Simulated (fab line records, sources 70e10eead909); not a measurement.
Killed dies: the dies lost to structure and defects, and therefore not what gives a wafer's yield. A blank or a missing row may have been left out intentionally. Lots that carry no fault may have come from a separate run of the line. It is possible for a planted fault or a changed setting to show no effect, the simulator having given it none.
Struck lot and sound lot, side by side || flow nand-harc || 15 steps out of a route of 1302
Sound: the wafers L677.1, L677.3, L677.6. Struck: wafers L691.1, L691.2, L691.3. The cause comes at the end.
Per side, at each step with rows, come the tool, then ch with its chambers, and then its first start. Under that, the readings that differ: sound wafers || struck wafers || difference of the means || sigmas: that difference in standard deviations of wafers without a fault.
alike: readings whose means differ by less than 2 such deviations, and words and numbers that are the same on both sides. not compared: withheld readings, readings that some wafer has no value for, bounds like >300 that may hide the same value, and numbers for which the record gives no deviation and whose values overlap.
Wherever a step has rows on one side only, a row that says differs or no value, or a row with sigmas, the two part there. Numbers that don't overlap but have no deviation are shown without sigmas and don't part them. A reading missing from all wafers of one side parts the sides only when that side holds two or more wafers.

NHARC_P_BONDPAD_CD_MEAS_09: the cd target is 500 nm.
  sound on cd-sem-03 ch 0, day 8 12:12; struck on cd-sem-03 ch 0, day 14 17:49
  alike: cd-nm
NHARC_P_BONDPAD_OVL_MEAS_38:
  struck on overlay-02, day 14 17:55; sound on overlay-01, day 8 12:17
{"reading": "overlay-x-nm (nm)", "sound": "7 7 7", "struck": "-8 -8 -8", "difference": -15, "sigmas": -3}
{"reading": "overlay-y-nm (nm)", "sound": "-9 -9 -9", "struck": "5 5 5", "difference": "+14", "sigmas": "+2"}
then, 2 steps without rows for these wafers: NHARC_P_BONDPAD_HARDBAKE_10 (time 65 s); NHARC_P_BONDPAD_DESCUM_11 (chemistry O2, time 3 s).
NHARC_P_BONDPAD_ETCH_37: etches the open film in N2/H2, target depth 60 nm, overetch 18 nm, time 65.91 s.
  sound on rie-diel-11 ch 0,1,3, day 8 12:31; struck on rie-diel-11 ch 0,2,3, day 14 18:08
  alike: drypump-motor-current-A, n2-flow-sccm, oes-product-au, rf-vpp-V, showerhead-plenum-p-Torr, throttle-valve-pct
  not compared: rf-hours-counter-h
NHARC_P_BONDPAD_ETCH_12: etches the open film in CHF3/O2, target depth 200 nm, time 100 s.
  sound: rie-diel-11 ch 0,1; struck: rie-diel-11 ch 0,2,3
  alike: drypump-motor-current-A, oes-product-au, rf-vpp-V, showerhead-plenum-p-Torr, throttle-valve-pct
  not compared: rf-hours-counter-h
NHARC_P_BONDPAD_CD_MEAS_13:
  struck on cd-sem-01, day 14 18:22; sound on cd-sem-01, day 8 12:43
  alike: cd-nm
NHARC_P_BONDPAD_STRIP_15: strips in O2.
  sound on rie-diel-12 ch 0,2,3, day 8 12:48; struck on rie-diel-12 ch 0,1,3, day 14 18:26
  alike: drypump-motor-current-A, oes-product-au, rf-vpp-V, showerhead-plenum-p-Torr, throttle-valve-pct
  not compared: rf-hours-counter-h
then, 2 steps without rows for these wafers: NHARC_P_BONDPAD_ETCH_24 (etches the open film in CF4/N2, target depth 30 nm, time 72.99 s); NHARC_P_BONDPAD_STRIP_16 (strips in post etch residue remover, time 600 s).
NHARC_P_BONDPAD_DEGAS_25: time 60 s.
  struck on pvd-sputter-01, day 14 18:59; sound on pvd-sputter-01, day 8 13:21
  alike: heater-power-w
then, 1 step without rows for these wafers: NHARC_P_BONDPAD_PRE_CLEAN_26 (time 30 s).
NHARC_P_BONDPAD_PVD_17: deposits TaN, target thk 5 nm, time 8.06 s.
  struck on pvd-sputter-01, day 14 19:05; sound on pvd-sputter-01, day 8 13:29
{"reading": "cathode-dc-power-W (W)", "sound": "15000 15001 14998", "struck": "14235 14235 14235", "difference": -765, "sigmas": "-99 or more"}
  alike: chamber-pressure-pa, substrate-temp-c, throttle-valve-pct
NHARC_P_BONDPAD_PVD_27: deposits Cu, target thk 30 nm, time 20.49 s.
  sound on pvd-sputter-01; struck on pvd-sputter-01
  alike: cathode-dc-power-W, chamber-pressure-pa, substrate-temp-c, throttle-valve-pct
-- break in the record here, with 18 days between the starts of the struck wafers on either side (left off in module P_BONDPAD, picked up again in module END, where the first step shown is number 1302 on the route) --
NHARC_END_SORT_01:
  sound on prober-01 ch 0, day 26 02:32; struck on prober-01 ch 0, day 32 18:46
  alike: defect-limited-yield, killed-at-array, killed-at-other, killed-at-periphery, killed-dies, killed-open, killed-short, sort_bin_2_pct, sort_bin_3_pct, sort_bin_4_pct, sort-n-pass, sort-rim-yield-pct, sort-yield-pct

WHERE THEY PART
First at NHARC_P_BONDPAD_OVL_MEAS_38; last, within this record, at NHARC_P_BONDPAD_PVD_17. Later steps at which nothing parts them and some readings are alike: NHARC_P_BONDPAD_PVD_27, NHARC_END_SORT_01.

WHY: what the simulator had put in
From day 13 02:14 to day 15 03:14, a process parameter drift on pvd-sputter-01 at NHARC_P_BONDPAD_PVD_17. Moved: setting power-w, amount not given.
